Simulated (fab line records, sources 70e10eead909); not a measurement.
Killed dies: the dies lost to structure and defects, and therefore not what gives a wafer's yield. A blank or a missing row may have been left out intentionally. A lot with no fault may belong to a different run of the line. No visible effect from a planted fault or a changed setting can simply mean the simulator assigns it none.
fab line records + flow nand-harc
[record]
- lots = 5
- wafers = 15
- last-day = 32
route steps=1302 shown THIN_TSV@1266
lots untouched by any fault: they come from a run of this same line in which no faults occurred
start-h: the number of hours between the record's first day and the start of the first shown wafer of the lot + wait-h: hours elapsed since this lot's preceding step + " repeats the value in the row above + L1.1+2: a single row standing in for several wafers + - no value, or no start was given + * or withheld: withheld + < > ~ a bound
route shown NAME@n: a module of which the file shows steps, and the number in the route of the first + usual: mean/standard deviation of fault-free wafers + same: alike in all rows + chamber/n: place in a boat + sites: per-site readings + _std_site: the values' standard deviation + _edge_site: inner sites' mean taken away from outer sites' mean + radius-mm: how far each site lies from the wafer's centre + mask NAME#n: copy n + behind: the last tool/chamber to shape the wafer + hold: why the lot was held/for how many hours/how that ended + device: the n, p or np transistor that did not switch + end of line: at the end of the route, the tests of the same wafers + where a step has no rows: the recipe by itself + killed: not the wafer's yield, but the dies lost to structure and defects at the first sort + map: a wafer's dies, marking killed ones x, the rest . and places with no die _
set.NAME: the setting as run; set.NAME@STEP: as run at that earlier step + model.NAME: the simulator's own value behind a step, which no gauge read
lots seen at some steps along the route; tables by step, rows by wafer
services: a tool's chamber out of use, with start hour (start-h, from the record's first day; less than 0 if before it), hours out, and reason
[[steps]]
[step NHARC_THIN_TSV_STRIP_46]
[recipe]
- time-s = 1200
- temp-c = 72.5
- chemistry = post-etch-residue-remover
[usual]
- temp-c = 72.51/0.13
[same]
- time-s = 1200
| lot.wafer | tool         | chamber | start-h | wait-h | temp-c |
|-----------|--------------|---------|---------|--------|--------|
| L074.6    | wet-bench-08 | 2       | 546.06  | 0.1    | 72.64  |
| L074.3    | "            | 3       | "       | "      | 72.70  |
| L074.2    | "            | 5       | "       | "      | 72.41  |
| L079.2    | wet-bench-08 | 4       | 603.37  | 0.3    | 72.57  |
| L079.4    | "            | 5       | "       | "      | 72.27  |
| L079.1    | "            | 0       | "       | "      | 72.54  |
| L082.1    | wet-bench-10 | 3       | 632.08  | 0.3    | 72.53  |
| L082.2    | "            | 6       | "       | "      | 72.55  |
| L082.6    | "            | 0       | "       | "      | 72.64  |
| L086.5    | wet-bench-08 | 5       | 661.83  | 0.1    | 72.61  |
| L086.3    | "            | 7       | "       | "      | 72.55  |
| L086.2    | "            | 1       | "       | "      | 72.38  |
| L096.4    | wet-bench-08 | 5       | 763.03  | 0.2    | 72.65  |
| L096.3    | "            | 6       | "       | "      | 72.65  |
| L096.2    | "            | 7       | "       | "      | 72.38  |
[step NHARC_THIN_TSV_DEP_47]
[recipe]
- target-thk-a = 2000
- temp-c = withheld
- pressure-torr = 6.5
- rf-w = 900
- teos-flow-sccm = 161.4
- flow-sccm = 2650
- target-thk-nm = 200
- gas = O2
- material = SiO2
[usual]
- throttle-valve-pct = 16.1/0.36
| lot.wafer | tool     | chamber | start-h | wait-h | throttle-valve-pct |
|-----------|----------|---------|---------|--------|--------------------|
| L074.2    | pecvd-01 | 0       | 546.56  | -      | 16.4               |
| L074.3    | "        | 1       | "       | "      | 16.1               |
| L074.6    | "        | 0       | "       | "      | 16.5               |
| L079.2    | pecvd-03 | 2       | 603.81  | -      | 15.7               |
| L079.1    | "        | 1       | "       | "      | 16.1               |
| L079.4    | "        | 1       | "       | "      | 16.2               |
| L082.2    | pecvd-01 | 2       | 632.59  | -      | 16.1               |
| L082.1    | "        | 0       | "       | "      | 16.4               |
| L082.6    | "        | 1       | "       | "      | 16.3               |
| L086.2    | pecvd-04 | 0       | 662.28  | -      | 15.6               |
| L086.3    | "        | 1       | "       | "      | 16.1               |
| L086.5    | "        | 1       | "       | "      | 16.2               |
| L096.3    | pecvd-04 | 0       | 763.46  | -      | 15.5               |
| L096.2    | "        | 2       | "       | "      | 16.5               |
| L096.4    | "        | 1       | "       | "      | 16.1               |
[step NHARC_THIN_TSV_ETCHBACK_48]
[recipe]
- target-depth-a = 10285
- over-etch-frac = 0.3
- time-s = 405.17
- ion-energy-ev = 250
- c4f8-flow-sccm = withheld
- ar-flow-sccm = withheld
- rf-w = 600
- bias-w = 300
- chemistry = C4F8/Ar
[usual]
- oes-product-au = 0.933/0.02
- rf-vpp-V = 548.0/2.8
| lot.wafer | tool        | chamber | start-h | wait-h | oes-product-au | rf-hours-counter-h | rf-vpp-V |
|-----------|-------------|---------|---------|--------|----------------|--------------------|----------|
| L074.2    | rie-diel-13 | 2       | 546.99  | -      | 0.946          | 1.9                | 549.7    |
| L074.3    | "           | 3       | "       | "      | 0.962          | 2.0                | 550.4    |
| L074.6    | "           | 1       | "       | "      | 0.957          | -                  | 549.9    |
| L079.4    | rie-diel-13 | 2       | 604.25  | -      | 0.918          | 4.7                | 550.1    |
| L079.1    | "           | 3       | "       | "      | 0.928          | 4.2                | 549.1    |
| L079.2    | "           | 0       | "       | "      | 0.922          | 4.3                | 545.2    |
| L082.2    | rie-diel-10 | 2       | 632.99  | -      | 0.910          | 1.5                | 541.5    |
| L082.1    | "           | 3       | "       | "      | 0.930          | 1.2                | 548.1    |
| L082.6    | "           | 1       | "       | "      | 0.927          | -                  | 549.1    |
| L086.3    | rie-diel-10 | 1       | 662.68  | -      | 0.916          | 3.9                | 548.6    |
| L086.2    | "           | 0       | "       | "      | 0.927          | 3.4                | 550.8    |
| L086.5    | "           | 1       | "       | "      | 0.929          | -                  | 549.1    |
| L096.3    | rie-diel-10 | 1       | 763.89  | -      | 0.932          | 9.8                | 548.3    |
| L096.4    | "           | 2       | "       | "      | 0.923          | 10.0               | 541.2    |
| L096.2    | "           | 3       | "       | "      | 0.923          | 8.8                | 548.6    |
[step NHARC_THIN_TSV_STRIP_62]
[recipe]
- power-w = 1500
- temp-c = 250
- time-s = 20
- chemistry = N2/H2
[usual]
- drypump-motor-current-A = 6.20/0.21
- heater-power-w = 346/31
- temp-c = 250.00/0.18
[same]
- time-s = 20
| lot.wafer | tool            | chamber | start-h | wait-h | drypump-motor-current-A | heater-power-w | rf-hours-counter-h | temp-c |
|-----------|-----------------|---------|---------|--------|-------------------------|----------------|--------------------|--------|
| L074.2    | plasma-asher-01 | 1       | 547.34  | -      | 6.17                    | 308            | 4                  | 250.37 |
| L074.3    | "               | 0       | "       | "      | 5.87                    | 329            | -                  | 249.86 |
| L074.6    | "               | 0       | "       | "      | 5.86                    | 313            | -                  | 249.91 |
| L079.1    | plasma-asher-02 | 1       | 604.57  | -      | 6.45                    | 371            | 37                 | 249.88 |
| L079.2    | "               | 0       | "       | "      | 6.28                    | 362            | 37                 | 250.42 |
| L079.4    | "               | 1       | "       | "      | 6.45                    | 372            | -                  | 250.02 |
| L082.1    | plasma-asher-02 | 0       | 633.31  | -      | 6.31                    | 384            | 4                  | 249.97 |
| L082.2    | "               | 1       | "       | "      | 6.42                    | 392            | 4                  | 250.11 |
| L082.6    | "               | 0       | "       | "      | 6.30                    | 379            | -                  | 249.75 |
| L086.2    | plasma-asher-01 | 1       | 663.06  | -      | 6.20                    | 317            | 27                 | 249.89 |
| L086.3    | "               | 1       | "       | "      | 6.20                    | 304            | -                  | 250.00 |
| L086.5    | "               | 1       | "       | "      | 6.20                    | 310            | -                  | 249.76 |
| L096.2    | plasma-asher-02 | 0       | 764.21  | -      | 6.29                    | 388            | 32                 | 249.91 |
| L096.3    | "               | 0       | "       | "      | 6.28                    | 389            | -                  | 249.53 |
| L096.4    | "               | 1       | "       | "      | 6.48                    | 379            | -                  | 250.17 |
[step NHARC_THIN_TSV_DEGAS_49]
[recipe]
- temp-c = 300
- time-s = 120
[usual]
- heater-power-w = 479/47
[same]
- time-s = 120
| lot.wafer | tool           | chamber | start-h | wait-h | heater-power-w |
|-----------|----------------|---------|---------|--------|----------------|
| L074.2    | pvd-sputter-01 | -       | 547.49  | 0.1    | 414            |
| L074.3    | "              | -       | "       | "      | 511            |
| L074.6    | "              | -       | "       | "      | 429            |
| L079.2    | pvd-sputter-03 | -       | 604.74  | 0.1    | 487            |
| L079.4    | "              | -       | "       | "      | 474            |
| L079.1    | "              | -       | "       | "      | 476            |
| L082.2    | pvd-sputter-02 | -       | 633.47  | 0.1    | 446            |
| L082.1    | "              | -       | "       | "      | 473            |
| L082.6    | "              | -       | "       | "      | 454            |
| L086.3    | pvd-sputter-02 | -       | 663.21  | 0.1    | 451            |
| L086.2    | "              | -       | "       | "      | 469            |
| L086.5    | "              | -       | "       | "      | 606            |
| L096.2    | pvd-sputter-03 | -       | 764.40  | 0.2    | 472            |
| L096.4    | "              | -       | "       | "      | 474            |
| L096.3    | "              | -       | "       | "      | 515            |
[step NHARC_THIN_TSV_PRE_CLEAN_50]
[recipe]
- time-s = 30
- temp-c = 280
- gas = H2/He
[usual]
- heater-power-w = 424/40
[same]
- time-s = 30
| lot.wafer | tool           | chamber | start-h | wait-h | heater-power-w |
|-----------|----------------|---------|---------|--------|----------------|
| L074.3    | pvd-sputter-01 | -       | -       | -      | 442            |
| L074.2    | "              | -       | "       | "      | 392            |
| L074.6    | "              | -       | "       | "      | 450            |
| L079.1    | pvd-sputter-03 | -       | -       | -      | 411            |
| L079.2    | "              | -       | "       | "      | 433            |
| L079.4    | "              | -       | "       | "      | 408            |
| L082.2    | pvd-sputter-02 | -       | -       | -      | 392            |
| L082.1    | "              | -       | "       | "      | 535            |
| L082.6    | "              | -       | "       | "      | 417            |
| L086.3    | pvd-sputter-02 | -       | -       | -      | 396            |
| L086.2    | "              | -       | "       | "      | 383            |
| L086.5    | "              | -       | "       | "      | 415            |
| L096.4    | pvd-sputter-03 | -       | -       | -      | 441            |
| L096.3    | "              | -       | "       | "      | 436            |
| L096.2    | "              | -       | "       | "      | 422            |
[step NHARC_THIN_TSV_PVD_19]
[recipe]
- target-thk-a = 200
- chamber-pressure-pa = 5
- material = TaN
[usual]
- throttle-valve-pct = 30.4/0.91
| lot.wafer | tool           | chamber | start-h | wait-h | throttle-valve-pct |
|-----------|----------------|---------|---------|--------|--------------------|
| L074.3    | pvd-sputter-01 | -       | -       | -      | 32.6               |
| L074.2    | "              | -       | "       | "      | 29.3               |
| L074.6    | "              | -       | "       | "      | 32.6               |
| L079.4    | pvd-sputter-03 | -       | -       | -      | 31.1               |
| L079.1    | "              | -       | "       | "      | 30.5               |
| L079.2    | "              | -       | "       | "      | 31.9               |
| L082.1    | pvd-sputter-02 | -       | -       | -      | 30.1               |
| L082.2    | "              | -       | "       | "      | 29.3               |
| L082.6    | "              | -       | "       | "      | 29.3               |
| L086.2    | pvd-sputter-02 | -       | -       | -      | 29.4               |
| L086.3    | "              | -       | "       | "      | 29.4               |
| L086.5    | "              | -       | "       | "      | 29.4               |
| L096.4    | pvd-sputter-03 | -       | -       | -      | 31.2               |
| L096.2    | "              | -       | "       | "      | 30.7               |
| L096.3    | "              | -       | "       | "      | 30.7               |
[step NHARC_THIN_TSV_PVD_51]
[recipe]
- target-thk-a = 1000
- chamber-pressure-pa = 5
- material = Cu
[usual]
- throttle-valve-pct = 30.5/0.89
| lot.wafer | tool           | chamber | start-h | wait-h | throttle-valve-pct |
|-----------|----------------|---------|---------|--------|--------------------|
| L074.3    | pvd-sputter-01 | -       | -       | -      | 30.2               |
| L074.2    | "              | -       | "       | "      | 31.2               |
| L074.6    | "              | -       | "       | "      | 29.3               |
| L079.1    | pvd-sputter-03 | -       | -       | -      | 31.3               |
| L079.4    | "              | -       | "       | "      | 30.4               |
| L079.2    | "              | -       | "       | "      | 31.5               |
| L082.1    | pvd-sputter-02 | -       | -       | -      | 29.1               |
| L082.2    | "              | -       | "       | "      | 31.5               |
| L082.6    | "              | -       | "       | "      | 29.1               |
| L086.3    | pvd-sputter-02 | -       | -       | -      | 30.8               |
| L086.2    | "              | -       | "       | "      | 29.0               |
| L086.5    | "              | -       | "       | "      | 29.5               |
| L096.4    | pvd-sputter-03 | -       | -       | -      | 30.7               |
| L096.3    | "              | -       | "       | "      | 31.4               |
| L096.2    | "              | -       | "       | "      | 30.3               |
[step NHARC_THIN_TSV_ECD_20]
[recipe]
- target-thk-a = 20000
- material = Cu
| lot.wafer  | tool      | chamber | start-h | wait-h |
|------------|-----------|---------|---------|--------|
| L074.2+3+6 | ecd-cu-01 | 0       | 547.96  | -      |
| L079.2+1+4 | ecd-cu-02 | 1,0,1   | 605.20  | -      |
| L082.2+1+6 | ecd-cu-02 | 1,0,1   | 633.93  | -      |
| L086.2+3+5 | ecd-cu-01 | 0,0,1   | 663.67  | -      |
| L096.2+4+3 | ecd-cu-01 | 0,1,0   | 764.98  | -      |
[step NHARC_THIN_TSV_ANNEAL_52]
[recipe]
- temp-c = 225
- time-s = 90
[usual]
- wafer_temp_C_max = 226.4/0.52
[same]
- time-s = 90
| lot.wafer | tool          | chamber | start-h | wait-h | wafer_temp_C_max |
|-----------|---------------|---------|---------|--------|------------------|
| L074.2    | rtp-anneal-01 | 0       | 548.75  | 0.7    | 225.6            |
| L074.3    | "             | 0       | "       | "      | 225.7            |
| L074.6    | "             | 0       | "       | "      | 225.4            |
| L079.1    | rtp-anneal-02 | 0       | 605.92  | 0.5    | 226.4            |
| L079.2    | "             | 0       | "       | "      | 227.3            |
| L079.4    | "             | 0       | "       | "      | 226.5            |
| L082.1    | rtp-anneal-02 | 0       | 634.65  | 0.5    | 226.3            |
| L082.2    | "             | 0       | "       | "      | 226.6            |
| L082.6    | "             | 0       | "       | "      | 226.3            |
| L086.2    | rtp-anneal-01 | 0       | 664.45  | 0.7    | 225.9            |
| L086.3    | "             | 0       | "       | "      | 226.0            |
| L086.5    | "             | 0       | "       | "      | 226.0            |
| L096.2    | rtp-anneal-02 | 0       | 765.83  | 0.7    | 226.8            |
| L096.3    | "             | 0       | "       | "      | 226.9            |
| L096.4    | "             | 0       | "       | "      | 227.5            |
[step NHARC_THIN_TSV_CMP_21]
[recipe]
- t-overpolish-s = 30
- target-thk-nm = 2000
[usual]
- motor-current-A = 11.4/1
- overpolish-run-s = 30.000/0.0098
- slurry-flow-ml-min = 150.0/0.52
[same]
- t-overpolish-s = 30
| lot.wafer | tool   | chamber | start-h | wait-h | motor-current-A | overpolish-run-s | slurry-flow-ml-min |
|-----------|--------|---------|---------|--------|-----------------|------------------|--------------------|
| L074.3    | cmp-04 | 1       | 549.04  | -      | 12.1            | 29.986           | 149.7              |
| L074.2    | "      | 2       | "       | "      | 11.9            | 29.987           | 150.4              |
| L074.6    | "      | 2       | "       | "      | 12.3            | 30.016           | 149.2              |
| L079.1    | cmp-01 | 2       | 606.27  | -      | 11.1            | 29.990           | 149.9              |
| L079.4    | "      | 3       | "       | "      | 10.7            | 29.998           | 150.2              |
| L079.2    | "      | 1       | "       | "      | 11.7            | 29.995           | 150.1              |
| L082.1    | cmp-04 | 1       | 635.00  | -      | 12.1            | 30.014           | 150.3              |
| L082.2    | "      | 0       | "       | "      | 9.4             | 30.012           | 149.4              |
| L082.6    | "      | 2       | "       | "      | 12.4            | 29.997           | 150.3              |
| L086.2    | cmp-04 | 1       | 664.77  | -      | 12.2            | 30.011           | 149.9              |
| L086.3    | "      | 3       | "       | "      | 10.8            | 29.992           | 149.1              |
| L086.5    | "      | 0       | "       | "      | 10.1            | 29.998           | 149.7              |
| L096.4    | cmp-04 | 0       | 766.15  | -      | 9.6             | 29.994           | 150.0              |
| L096.3    | "      | 1       | "       | "      | 12.2            | 30.006           | 149.8              |
| L096.2    | "      | 2       | "       | "      | 13.0            | 29.989           | 150.3              |
[step NHARC_THIN_TSV_SRD_23]
| lot.wafer  | tool         | chamber | start-h | wait-h |
|------------|--------------|---------|---------|--------|
| L074.2+6+3 | wet-bench-10 | 5,7,0   | 549.41  | 0.0    |
| L079.2+4+1 | wet-bench-08 | 5,6,1   | 606.65  | 0.0    |
| L082.2+1+6 | wet-bench-10 | 5,6,2   | 635.36  | 0.0    |
| L086.2+3+5 | wet-bench-08 | 0,1,4   | 665.11  | 0.0    |
| L096.2+4+3 | wet-bench-10 | 1,2,4   | 766.50  | 0.0    |
[step NHARC_THIN_TSV_DEGAS_53]
[recipe]
- temp-c = 300
- time-s = 60
[usual]
- heater-power-w = 483/51
[same]
- time-s = 60
| lot.wafer | tool           | chamber | start-h | wait-h | heater-power-w |
|-----------|----------------|---------|---------|--------|----------------|
| L074.2    | pvd-sputter-01 | -       | 549.51  | 0.1    | 440            |
| L074.3    | "              | -       | "       | "      | 504            |
| L074.6    | "              | -       | "       | "      | 441            |
| L079.4    | pvd-sputter-03 | -       | 606.73  | 0.1    | 453            |
| L079.1    | "              | -       | "       | "      | 463            |
| L079.2    | "              | -       | "       | "      | 467            |
| L082.2    | pvd-sputter-03 | -       | 635.47  | 0.1    | 472            |
| L082.1    | "              | -       | "       | "      | 498            |
| L082.6    | "              | -       | "       | "      | 464            |
| L086.3    | pvd-sputter-03 | -       | 665.20  | 0.1    | 464            |
| L086.2    | "              | -       | "       | "      | 461            |
| L086.5    | "              | -       | "       | "      | 463            |
| L096.3    | pvd-sputter-02 | -       | 766.58  | 0.1    | 431            |
| L096.4    | "              | -       | "       | "      | 617            |
| L096.2    | "              | -       | "       | "      | 458            |
[step NHARC_THIN_TSV_PRE_CLEAN_54]
[recipe]
- time-s = 30
- temp-c = 280
- gas = H2/He
[usual]
- heater-power-w = 420/42
[same]
- time-s = 30
| lot.wafer | tool           | chamber | start-h | wait-h | heater-power-w |
|-----------|----------------|---------|---------|--------|----------------|
| L074.2    | pvd-sputter-01 | -       | 549.58  | 0.1    | 440            |
| L074.3    | "              | -       | "       | "      | 431            |
| L074.6    | "              | -       | "       | "      | 441            |
| L079.1    | pvd-sputter-03 | -       | 606.81  | 0.0    | 398            |
| L079.4    | "              | -       | "       | "      | 403            |
| L079.2    | "              | -       | "       | "      | 433            |
| L082.2    | pvd-sputter-03 | -       | 635.56  | 0.1    | 405            |
| L082.1    | "              | -       | "       | "      | 428            |
| L082.6    | "              | -       | "       | "      | 416            |
| L086.3    | pvd-sputter-03 | -       | 665.29  | 0.1    | 416            |
| L086.2    | "              | -       | "       | "      | 414            |
| L086.5    | "              | -       | "       | "      | 419            |
| L096.3    | pvd-sputter-02 | -       | 766.66  | 0.1    | 386            |
| L096.2    | "              | -       | "       | "      | 393            |
| L096.4    | "              | -       | "       | "      | 535            |
[step NHARC_THIN_TSV_PVD_55]
[recipe]
- target-thk-a = 500
- material = TiN
| lot.wafer  | tool           | chamber | start-h | wait-h |
|------------|----------------|---------|---------|--------|
| L074.2+3+6 | pvd-sputter-01 | -       | 549.67  | 0.1    |
| L079.4+1+2 | pvd-sputter-03 | -       | 606.89  | 0.0    |
| L082.1+2+6 | pvd-sputter-03 | -       | 635.63  | 0.1    |
| L086.2+3+5 | pvd-sputter-03 | -       | 665.37  | 0.1    |
| L096.4+3+2 | pvd-sputter-02 | -       | 766.73  | 0.0    |
[step NHARC_THIN_TSV_PVD_24]
[recipe]
- target-thk-a = 8000
- power-w = withheld
- chamber-pressure-pa = withheld
- substrate-temp-c = withheld
- time-s = withheld
- gas = Ar
- material = Al
| lot.wafer  | tool           | chamber | start-h | wait-h |
|------------|----------------|---------|---------|--------|
| L074.3+2+6 | pvd-sputter-01 | -       | 549.80  | 0.1    |
| L079.2+4+1 | pvd-sputter-03 | -       | 607.04  | 0.1    |
| L082.1+2+6 | pvd-sputter-03 | -       | 635.76  | 0.1    |
| L086.3+2+5 | pvd-sputter-03 | -       | 665.50  | 0.1    |
| L096.2+3+4 | pvd-sputter-02 | -       | 766.88  | 0.1    |
[step NHARC_THIN_TSV_DEHYDRATE_25]
[recipe]
- temp-c = 150
- time-s = 120
[same]
- time-s = 120
| lot.wafer  | tool           | chamber | start-h | wait-h |
|------------|----------------|---------|---------|--------|
| L074.2+3+6 | litho-track-05 | 0       | 550.22  | -      |
| L079.1+2+4 | litho-track-02 | 0       | 607.45  | -      |
| L082.1+2+6 | litho-track-03 | 0       | 636.18  | -      |
| L086.2+3+5 | litho-track-03 | 0       | 665.93  | -      |
| L096.2+3+4 | litho-track-03 | 0       | 767.29  | -      |
[step NHARC_THIN_TSV_HMDS_26]
[recipe]
- time-s = 30
[same]
- time-s = 30
| lot.wafer  | tool           | chamber | start-h | wait-h |
|------------|----------------|---------|---------|--------|
| L074.2+3+6 | litho-track-05 | 0       | -       | -      |
| L079.1+2+4 | litho-track-02 | 0       | -       | -      |
| L082.1+2+6 | litho-track-03 | 0       | -       | -      |
| L086.2+3+5 | litho-track-03 | 0       | -       | -      |
| L096.2+3+4 | litho-track-03 | 0       | -       | -      |
[step NHARC_THIN_TSV_COAT_27]
[recipe]
- spin-rpm = *
| lot.wafer  | tool           | chamber | start-h | wait-h |
|------------|----------------|---------|---------|--------|
| L074.2+3+6 | litho-track-05 | 0       | -       | -      |
| L079.1+2+4 | litho-track-02 | 0       | -       | -      |
| L082.1+2+6 | litho-track-03 | 0       | -       | -      |
| L086.2+3+5 | litho-track-03 | 0       | -       | -      |
| L096.2+3+4 | litho-track-03 | 0       | -       | -      |
[step NHARC_THIN_TSV_SOFTBAKE_28]
[recipe]
- temp-c = 122
- time-s = 95
[same]
- time-s = 95
| lot.wafer  | tool           | chamber | start-h | wait-h |
|------------|----------------|---------|---------|--------|
| L074.2+3+6 | litho-track-05 | 0       | -       | -      |
| L079.1+2+4 | litho-track-02 | 0       | -       | -      |
| L082.1+2+6 | litho-track-03 | 0       | -       | -      |
| L086.2+3+5 | litho-track-03 | 0       | -       | -      |
| L096.2+3+4 | litho-track-03 | 0       | -       | -      |
[step NHARC_THIN_TSV_EBR_29]
| lot.wafer  | tool           | chamber | start-h | wait-h |
|------------|----------------|---------|---------|--------|
| L074.2+3+6 | litho-track-05 | 0       | -       | -      |
| L079.1+2+4 | litho-track-02 | 0       | -       | -      |
| L082.1+2+6 | litho-track-03 | 0       | -       | -      |
| L086.2+3+5 | litho-track-03 | 0       | -       | -      |
| L096.2+3+4 | litho-track-03 | 0       | -       | -      |
[[services]]
| tool           | chamber | start-h | hours | kind   |
|----------------|---------|---------|-------|--------|
| pvd-sputter-03 | -       | 525.09  | 1.0   | repair |
| pvd-sputter-03 | -       | 526.10  | 10.0  | pm     |
| rie-diel-10    | 3       | 534.67  | 4.1   | repair |
| pvd-sputter-03 | -       | 548.23  | 4.0   | repair |
| pvd-sputter-02 | -       | 566.26  | 2.7   | repair |
| cmp-04         | -       | 568.24  | 3.2   | repair |
| litho-track-02 | -       | 577.00  | 7.0   | pm     |
| pvd-sputter-01 | -       | 584.22  | 10.0  | pm     |
| cmp-04         | -       | 602.51  | 4.0   | pm     |
| wet-bench-10   | -       | 624.52  | 2.2   | repair |
| litho-track-03 | -       | 625.00  | 7.0   | pm     |
| pvd-sputter-01 | -       | 628.54  | 2.7   | repair |
| wet-bench-08   | -       | 646.40  | 8.0   | pm     |
| pvd-sputter-02 | -       | 646.78  | 10.0  | pm     |
| litho-track-05 | -       | 649.00  | 7.0   | pm     |
| wet-bench-10   | -       | 663.20  | 8.0   | pm     |
| pvd-sputter-03 | -       | 696.28  | 2.2   | repair |
| cmp-04         | -       | 700.51  | 4.0   | pm     |
| pvd-sputter-03 | -       | 704.16  | 10.0  | pm     |
| cmp-04         | -       | 710.66  | 0.5   | repair |
| pvd-sputter-02 | -       | 732.28  | 1.7   | repair |
| litho-track-02 | -       | 752.00  | 7.0   | pm     |
| pvd-sputter-01 | -       | 759.75  | 2.4   | repair |
| pvd-sputter-01 | -       | 762.22  | 10.0  | pm     |
[[key]]
fault none
